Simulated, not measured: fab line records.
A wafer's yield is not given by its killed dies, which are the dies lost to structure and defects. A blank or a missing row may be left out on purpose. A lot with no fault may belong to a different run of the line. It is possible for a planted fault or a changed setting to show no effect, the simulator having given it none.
fab line records	flow nand-harc
[record] lots = 11	wafers = 33	last-day = 33
route steps=1302 shown A_BONDPAD@1203 END@1302
lots with no fault: from the same line, run without faults
start-h: hours from the record's first day to the start of the lot's first wafer shown	wait-h: hours from the lot's prior step to this one	" as in the row above	L1.1+2: a row that stands for several wafers	- either no value or no given start	* or withheld: withheld	< > ~ a bound
route shown NAME@n: a module of which the file shows steps, and the number in the route of the first	usual: mean/standard deviation taken from wafers without a fault	same: alike in all rows	chamber/n: place in a boat	sites: the reading at each site	_std_site: standard deviation across them	_edge_site: the outer-site mean with the inner-site mean subtracted	radius-mm: for every site, how far away it sits from the centre of the wafer	mask NAME#n: copy n	behind: the last tool/chamber to shape the wafer	hold: why the lot was held/for how many hours/how that ended	device: whichever transistor did not switch (one of n, p or np)	end of line: the same wafers' tests at the end of the route	step lacking rows: just its recipe	killed: dies that structure and defects cost at the first sort, which is not the same as the wafer's yield	map: a wafer's dies, x killed, . not, _ none there
set.NAME: the setting that was run; set.NAME@STEP: the one run at that earlier step	model.NAME: the simulator's own value behind a step, which no gauge read
the route's steps for a sample of lots (tables are steps, rows are wafers)
services: the hour from which a tool's chamber was out of use, counted from the record's first day as start-h (under 0 if before that day), plus the number of hours and why
[[steps]]
[step NHARC_A_BONDPAD_CMP_29]
[recipe] target-thk-nm = 200	material = SiCN
[usual] motor-current-A = 11.7/1.6
lot.wafer	tool	chamber	start-h	wait-h	motor-current-A
L911.3	cmp-04	0	526.64	-	13.9
L911.4	"	1	"	"	9.9
L911.5	"	3	"	"	10.9
L914.1	cmp-01	3	560.49	-	13.2
L914.5	"	2	"	"	13.8
L914.6	"	3	"	"	13.8
L915.1	cmp-03	3	560.60	-	11.4
L915.2	"	1	"	"	10.8
L915.6	"	3	"	"	11.1
L912.2	cmp-01	1	564.90	-	14.3
L912.1	"	2	"	"	14.6
L912.4	"	0	"	"	9.9
L916.4	cmp-01	2	581.68	-	13.4
L916.1	"	0	"	"	10.2
L916.5	"	2	"	"	14.0
L918.1	cmp-04	1	611.80	-	8.6
L918.2	"	3	"	"	10.7
L918.4	"	0	"	"	14.1
L917.3	cmp-01	3	615.52	-	13.5
L917.2	"	1	"	"	14.0
L917.6	"	2	"	"	12.9
L926.4	cmp-03	3	707.89	-	11.5
L926.3	"	1	"	"	10.8
L926.5	"	3	"	"	11.2
L929.2	cmp-03	0	726.28	-	12.1
L929.1	"	3	"	"	11.8
L929.6	"	0	"	"	11.8
L932.1	cmp-03	0	744.58	-	11.9
L932.2	"	1	"	"	10.5
L932.3	"	3	"	"	11.8
L933.1	cmp-04	3	763.68	0.6	10.3
L933.5	"	0	"	"	13.1
L933.6	"	1	"	"	9.3
[step NHARC_A_BONDPAD_ETCH_34]
[recipe] target-depth-a = 600	overetch-a = 180	time-s = 65.91	ion-energy-ev = 200	n2-flow-sccm = 150	h2-flow-sccm = 150	ar-flow-sccm = 0	rf-w = 400	bias-w = 150	chemistry = N2/H2
[usual] drypump-motor-current-A = 5.8/0.36	n2-flow-sccm = 150.0/0.47	oes-product-au = 1.000/0.0066	rf-vpp-V = 431/3.2	run-length-s = 87.2/0.43	showerhead-plenum-p-Torr = 2.06/0.11	throttle-valve-pct = 14.172/0.01
lot.wafer	tool	chamber	start-h	wait-h	drypump-motor-current-A	n2-flow-sccm	oes-product-au	rf-hours-counter-h	rf-vpp-V	run-length-s	showerhead-plenum-p-Torr	throttle-valve-pct
L911.4	rie-diel-11	1	527.73	0.1	5.5	150.6	0.997	2	433	87.6	2.17	14.168
L911.3	"	3	"	"	5.2	149.9	0.994	2	433	86.5	2.19	14.164
L911.5	"	1	"	"	5.5	150.0	0.999	-	434	87.3	2.17	14.164
L914.1	rie-diel-10	2	561.58	0.1	5.8	149.5	0.996	23	430	87.4	2.07	14.187
L914.6	"	1	"	"	6.2	149.3	0.995	-	426	87.5	1.88	14.175
L914.5	"	2	"	"	5.8	149.0	1.006	-	433	87.6	2.07	14.172
L915.2	rie-diel-04	3	561.75	0.1	6.2	150.0	0.994	5	432	86.9	2.05	14.166
L915.1	"	1	"	"	5.8	150.5	1.000	7	429	87.2	1.98	14.163
L915.6	"	1	"	"	5.8	150.6	1.002	-	429	86.8	1.98	14.185
L912.2	rie-diel-11	1	566.01	0.1	5.5	150.7	1.007	4	434	87.7	2.17	14.161
L912.1	"	2	"	"	5.7	149.9	0.996	3	426	87.1	1.93	14.154
L912.4	"	3	"	"	5.2	150.2	0.999	3	433	86.6	2.19	14.177
L916.1	rie-diel-11	0	582.64	0.1	5.9	150.3	0.991	4	429	87.5	1.93	14.183
L916.4	"	2	"	"	5.7	149.7	0.993	3	428	87.1	1.93	14.178
L916.5	"	0	"	"	5.9	150.0	0.994	-	427	87.4	1.93	14.169
L918.1	rie-diel-11	1	612.92	0.1	5.5	150.8	0.988	5	434	87.9	2.16	14.189
L918.4	"	2	"	"	5.7	148.8	1.007	4	427	87.6	1.93	14.185
L918.2	"	3	"	"	5.2	151.0	0.989	4	435	86.5	2.19	14.163
L917.2	rie-diel-11	2	616.63	0.1	5.7	150.3	1.005	5	427	88.0	1.93	14.160
L917.3	"	3	"	"	5.2	150.0	0.991	5	434	87.1	2.19	14.173
L917.6	"	0	"	"	5.9	149.8	0.999	-	427	87.0	1.93	14.185
L926.3	rie-diel-11	2	708.86	0.1	5.7	149.6	1.005	2	428	87.2	1.93	14.177
L926.4	"	3	"	"	5.2	150.0	0.998	1	434	86.5	2.19	14.187
L926.5	"	2	"	"	5.7	150.2	1.008	-	428	87.3	1.93	14.163
L929.2	rie-diel-11	1	727.30	0.1	5.5	150.7	1.006	2	433	87.6	2.16	14.180
L929.1	"	3	"	"	5.2	150.9	1.010	2	435	86.7	2.19	14.165
L929.6	"	0	"	"	5.9	150.9	1.008	-	427	86.8	1.93	14.167
L932.1	rie-diel-11	2	745.69	0.1	5.7	149.7	1.007	2	428	87.3	1.93	14.179
L932.2	"	3	"	"	5.2	150.2	0.997	2	436	86.5	2.19	14.167
L932.3	"	1	"	"	5.4	150.0	1.002	2	434	87.6	2.16	14.182
L933.1	rie-diel-11	0	764.61	0.1	6.0	150.5	1.004	3	426	87.4	1.93	14.164
L933.6	"	0	"	"	5.9	150.1	1.000	-	428	87.4	1.93	14.162
L933.5	"	3	"	"	5.2	149.8	0.997	-	435	86.5	2.19	14.180
[step NHARC_A_BONDPAD_CD_MEAS_13]
[usual] cd-nm = 500.0/1.7
lot.wafer	tool	chamber	start-h	wait-h	cd-nm
L911.3	cd-sem-03	-	527.96	-	497.7
L911.4	"	-	"	"	499.1
L911.5	"	-	"	"	499.4
L914.1	cd-sem-01	-	561.81	-	499.3
L914.5	"	-	"	"	497.7
L914.6	"	-	"	"	496.7
L915.1	cd-sem-03	-	562.01	-	498.8
L915.2	"	-	"	"	501.3
L915.6	"	-	"	"	501.1
L912.1	cd-sem-03	-	566.24	-	501.7
L912.2	"	-	"	"	501.0
L912.4	"	-	"	"	499.6
L916.1	cd-sem-01	-	582.87	-	498.5
L916.4	"	-	"	"	502.2
L916.5	"	-	"	"	499.0
L918.1	cd-sem-01	-	613.15	-	503.0
L918.2	"	-	"	"	500.7
L918.4	"	-	"	"	500.7
L917.2	cd-sem-02	-	616.85	-	501.2
L917.3	"	-	"	"	499.8
L917.6	"	-	"	"	501.3
L926.3	cd-sem-03	-	709.09	-	500.7
L926.4	"	-	"	"	501.4
L926.5	"	-	"	"	502.7
L929.1	cd-sem-01	-	727.53	-	497.7
L929.2	"	-	"	"	494.5
L929.6	"	-	"	"	494.2
L932.1	cd-sem-01	-	745.92	-	502.0
L932.2	"	-	"	"	503.9
L932.3	"	-	"	"	500.4
L933.1	cd-sem-03	-	764.87	-	498.7
L933.5	"	-	"	"	499.3
L933.6	"	-	"	"	499.5
[step NHARC_A_BONDPAD_ETCH_24]
[recipe] target-depth-a = 300	over-etch-frac = 0.3	time-s = 72.99	ion-energy-ev = 150	cf4-flow-sccm = 50	n2-flow-sccm = 100	ar-flow-sccm = 150	rf-w = 300	bias-w = 100	chemistry = CF4/N2
[usual] drypump-motor-current-A = 5.7/0.36	n2-flow-sccm = 100.0/0.32	oes-product-au = 1.000/0.0076	rf-vpp-V = 314.5/2.4	run-length-s = 94.3/0.4	showerhead-plenum-p-Torr = 2.64/0.13	throttle-valve-pct = 19.794/0.0096
lot.wafer	tool	chamber	start-h	wait-h	drypump-motor-current-A	n2-flow-sccm	oes-product-au	rf-hours-counter-h	rf-vpp-V	run-length-s	showerhead-plenum-p-Torr	throttle-valve-pct
L911.4	rie-diel-11	1	528.18	-	5.5	99.8	0.986	2	317.0	94.6	2.78	19.812
L911.3	"	3	"	"	5.2	99.5	0.992	2	317.2	93.7	2.80	19.786
L911.5	"	1	"	"	5.4	99.7	0.999	-	317.5	94.6	2.78	19.778
L914.1	rie-diel-10	0	562.03	-	5.7	99.9	1.004	21	315.6	94.3	2.75	19.795
L914.6	"	0	"	"	5.7	100.0	1.012	-	315.2	94.0	2.75	19.785
L914.5	"	1	"	"	6.2	99.9	1.004	-	311.9	94.1	2.43	19.794
L915.1	rie-diel-11	1	562.24	-	5.4	99.5	0.998	3	315.7	94.5	2.78	19.791
L915.2	"	3	"	"	5.2	100.1	0.988	3	317.8	94.0	2.80	19.790
L915.6	"	2	"	"	5.7	100.1	0.997	-	309.8	94.5	2.49	19.767
L912.4	rie-diel-11	0	566.48	-	5.9	99.6	1.012	4	312.3	94.4	2.49	19.790
L912.1	"	1	"	"	5.4	100.3	0.990	4	317.0	95.3	2.77	19.797
L912.2	"	2	"	"	5.6	99.8	0.996	3	311.3	94.3	2.49	19.801
L916.1	rie-diel-10	0	583.10	-	5.7	99.8	1.007	24	315.8	93.7	2.74	19.798
L916.4	"	1	"	"	6.1	100.0	0.998	28	309.8	94.0	2.43	19.786
L916.5	"	1	"	"	6.1	100.3	0.991	-	311.0	94.2	2.43	19.784
L918.4	rie-diel-11	1	613.39	-	5.5	99.6	0.993	5	317.0	94.6	2.77	19.791
L918.2	"	2	"	"	5.7	100.1	0.998	5	312.1	94.6	2.49	19.796
L918.1	"	3	"	"	5.2	100.5	1.000	5	317.2	93.8	2.80	19.780
L917.3	rie-diel-10	3	617.09	-	6.4	100.2	0.992	2	313.8	94.1	2.63	19.793
L917.2	"	0	"	"	5.7	100.0	1.000	2	318.2	94.3	2.74	19.794
L917.6	"	2	"	"	5.8	100.0	0.997	-	314.3	94.7	2.65	19.778
L926.3	rie-diel-10	0	709.32	-	5.7	99.6	1.006	18	316.9	77.4	2.74	19.799
L926.4	"	1	"	"	6.2	100.0	0.998	17	318.3	77.9	2.83	19.805
L926.5	"	3	"	"	6.4	99.3	0.989	-	314.8	78.2	2.63	19.777
L929.2	rie-diel-10	1	727.76	-	6.2	100.3	1.000	22	318.6	77.9	2.83	19.800
L929.1	"	3	"	"	6.4	100.3	0.991	21	315.9	77.9	2.62	19.781
L929.6	"	0	"	"	5.7	100.1	0.999	-	316.4	77.5	2.73	19.793
L932.1	rie-diel-11	2	746.15	-	5.7	100.0	1.011	2	311.8	94.3	2.49	19.809
L932.3	"	0	"	"	5.9	100.1	0.999	2	310.9	94.7	2.49	19.775
L932.2	"	1	"	"	5.5	100.0	1.008	2	316.8	94.4	2.77	19.789
L933.1	rie-diel-11	1	765.15	0.2	5.5	99.7	1.006	3	316.8	94.6	2.77	19.797
L933.5	"	3	"	"	5.2	100.5	0.989	-	317.0	94.3	2.80	19.799
L933.6	"	0	"	"	5.9	99.8	1.006	-	312.6	94.2	2.49	19.784
[step NHARC_END_SORT_01]
[recipe] temp-c = 25
[usual] defect-limited-yield = 91.4/2.6	killed-at-array = 53/18	killed-at-other = 0.9/1.3	killed-at-periphery = 4/3.1	killed-dies = 58/18	killed-open = 3.4/2	killed-short = 2.5/1.8	sort_bin_2_pct = 3.1/1.2	sort_bin_3_pct = 0.7/0.38	sort_bin_4_pct = 4.8/1.5	sort-n-pass = 619/18	sort-rim-yield-pct = 90/4.6	sort-yield-pct = 91.4/2.6
[same] gross-dies = 677	sort_bin_5_pct[%] = 0	sort_bin_6_pct[%] = 0	sort_bin_7_pct[%] = 0	sort_bin_8_pct[%] = 0	sort-rim-n-gross = 106.00
lot.wafer	tool	chamber	start-h	wait-h	defect-limited-yield[%]	killed-at-array	killed-at-other	killed-at-periphery	killed-dies	killed-open	killed-short	sort_bin_2_pct[%]	sort_bin_3_pct[%]	sort_bin_4_pct[%]	sort-n-pass	sort-rim-yield-pct[%]	sort-yield-pct[%]
L911.3	prober-01	0	557.94	3.1	93.4	39	0	6	45	4	4	1.9	0.3	4.4	632	89	93.4
L911.4	prober-01	0	558.74	3.4	90.3	58	0	8	66	6	1	2.8	1.2	5.8	611	96	90.3
L911.5	prober-01	0	559.54	3.7	90.0	61	1	6	68	4	8	3.4	0.3	6.4	609	93	90.0
L915.1	prober-01	0	594.41	2.5	83.8	105	0	5	110	7	8	7.2	1.2	7.8	567	82	83.8
L915.2	prober-01	0	595.21	2.8	84.3	101	0	5	106	2	6	6.4	1.0	8.3	571	85	84.3
L915.6	prober-01	0	598.38	4.0	86.0	87	1	7	95	3	1	4.9	1.6	7.5	582	91	86.0
L917.2	prober-02	0	647.44	2.8	94.5	26	4	7	37	1	5	1.6	1.2	2.7	640	92	94.5
L917.3	prober-02	0	648.24	3.1	93.2	40	2	4	46	5	4	1.5	0.4	4.9	631	91	93.2
L917.6	prober-02	0	650.65	4.0	94.2	31	4	4	39	2	1	1.0	0.4	4.3	638	91	94.2
// killed by level:class
L911.3 A_CHANNEL_HOLE_D2:chamber-film-flake=21 A_STAIRCASE:chamber-film-flake=6 A_WL_FILL:chamber-film-flake=4 P_GATE:chamber-film-flake=3 A_CHANNEL_FILL_D2:geometric-particle:short=2 P_STI:geometric-particle:open=1 A_CHANNEL_FILL_D2:geometric-particle:open=1 A_WL_FILL:geometric-particle:open=1
L911.4 A_CHANNEL_HOLE_D2:chamber-film-flake=35 P_GATE:chamber-film-flake=5 A_STAIRCASE:chamber-film-flake=5 A_CHANNEL_HOLE_D1:chamber-film-flake=4 A_ZERO_WELL:chamber-film-flake=3 A_CONTACT:chamber-film-flake=3 A_CHANNEL_FILL_D1:geometric-particle:open=2 P_STI:chamber-film-flake=2
L911.5 A_CHANNEL_HOLE_D2:chamber-film-flake=36 A_CHANNEL_HOLE_D1:chamber-film-flake=7 P_GATE:chamber-film-flake=4 A_SGD_CUT:geometric-particle:short=3 A_CONTACT:chamber-film-flake=3 A_CHANNEL_FILL_D2:geometric-particle:open=2 A_STAIRCASE:chamber-film-flake=2 P_GATE:geometric-particle:open=1
L915.1 A_CHANNEL_HOLE_D2:chamber-film-flake=31 A_SLIT:chamber-film-flake=27 A_CHANNEL_HOLE_D1:chamber-film-flake=20 A_STAIRCASE:chamber-film-flake=8 A_CHANNEL_FILL_D1:geometric-particle:short=3 A_M0:geometric-particle:open=3 P_M1:chamber-film-flake=3 A_CHANNEL_FILL_D1:chamber-film-flake=3
L915.2 A_CHANNEL_HOLE_D1:chamber-film-flake=33 A_SLIT:chamber-film-flake=23 A_CHANNEL_HOLE_D2:chamber-film-flake=22 A_STAIRCASE:chamber-film-flake=7 A_CONTACT:chamber-film-flake=5 P_M1:chamber-film-flake=4 A_CHANNEL_FILL_D1:chamber-film-flake=3 A_WL_FILL:geometric-particle:short=2
L915.6 A_CHANNEL_HOLE_D1:chamber-film-flake=28 A_CHANNEL_HOLE_D2:chamber-film-flake=26 A_SLIT:chamber-film-flake=22 A_STAIRCASE:chamber-film-flake=8 P_M1:chamber-film-flake=4 P_CONTACT:geometric-particle:short=1 P_CONTACT:geometric-particle:open=1 A_WL_FILL:geometric-particle:open=1
L917.2 A_CHANNEL_HOLE_D2:chamber-film-flake=14 A_CONTACT:chamber-film-flake=4 THIN_TSV:chamber-film-flake=4 A_CHANNEL_HOLE_D1:chamber-film-flake=3 A_CHANNEL_FILL_D2:geometric-particle:short=2 P_ZERO_WELL:chamber-film-flake=2 P_STI:geometric-particle:short=1 P_M0:geometric-particle:short=1
L917.3 A_CHANNEL_HOLE_D2:chamber-film-flake=20 A_CHANNEL_HOLE_D1:chamber-film-flake=4 A_ONON_D1:geometric-particle:short=3 P_BONDPAD:chamber-film-flake=3 A_ONON_D1:geometric-particle:open=2 A_CHANNEL_FILL_D2:geometric-particle:open=2 A_SGD_CUT:chamber-film-flake=2 A_SLIT:chamber-film-flake=2
L917.6 A_CHANNEL_HOLE_D2:chamber-film-flake=18 A_CHANNEL_HOLE_D1:chamber-film-flake=5 THIN_TSV:chamber-film-flake=4 P_GATE:chamber-film-flake=2 P_BONDPAD:chamber-film-flake=2 A_DECK1_JOINT:chamber-film-flake=2 A_SLIT:chamber-film-flake=2 A_ONON_D1:geometric-particle:open=1
[[services]]
tool	chamber	start-h	hours	kind
cmp-04	-	503.31	4.0	pm
cmp-01	-	504.61	0.7	repair
cmp-04	-	534.73	2.6	repair
cmp-03	-	537.10	3.3	repair
cmp-03	-	555.02	4.0	pm
cmp-04	-	575.16	0.8	repair
cmp-01	-	577.50	4.0	pm
rie-diel-10	3	587.41	6.6	repair
cmp-04	-	588.44	1.9	repair
rie-diel-10	-	596.68	9.0	pm
rie-diel-11	-	619.05	9.0	pm
rie-diel-10	3	648.01	3.5	repair
cmp-03	-	653.05	4.0	pm
cmp-01	-	658.51	6.7	repair
rie-diel-10	-	661.80	0.6	repair
rie-diel-11	3	668.51	6.2	repair
cmp-01	-	675.50	4.0	pm
rie-diel-11	0	676.86	7.8	repair
rie-diel-11	1	685.87	15.6	repair
cmp-01	-	687.56	4.3	repair
rie-diel-11	2	712.76	12.1	repair
cmp-01	-	717.25	0.7	repair
cmp-03	-	751.05	4.0	pm
rie-diel-11	2	759.58	8.9	repair
[[key]]
[first-sign] step = NHARC_A_BONDPAD_ETCH_24	reading = run-length-s	direction = down	sigmas = 41	usual = *	struck = *
effect none on later readings
met-at NHARC_A_BONDPAD_ETCH_24
struck-lots L926,L929
not-acting-at NHARC_A_BONDPAD_CMP_29,NHARC_A_BONDPAD_ETCH_34,NHARC_A_BONDPAD_CD_MEAS_13
onset-between 617.09 709.32
[fault] kind = process-parameter-drift	tool = rie-diel-10	chamber = -	onset-h = 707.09	steps = NHARC_A_BONDPAD_ETCH_24	channel = time-s	offset = *	shape = step	end-h = 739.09	acts-in = *	stated = *
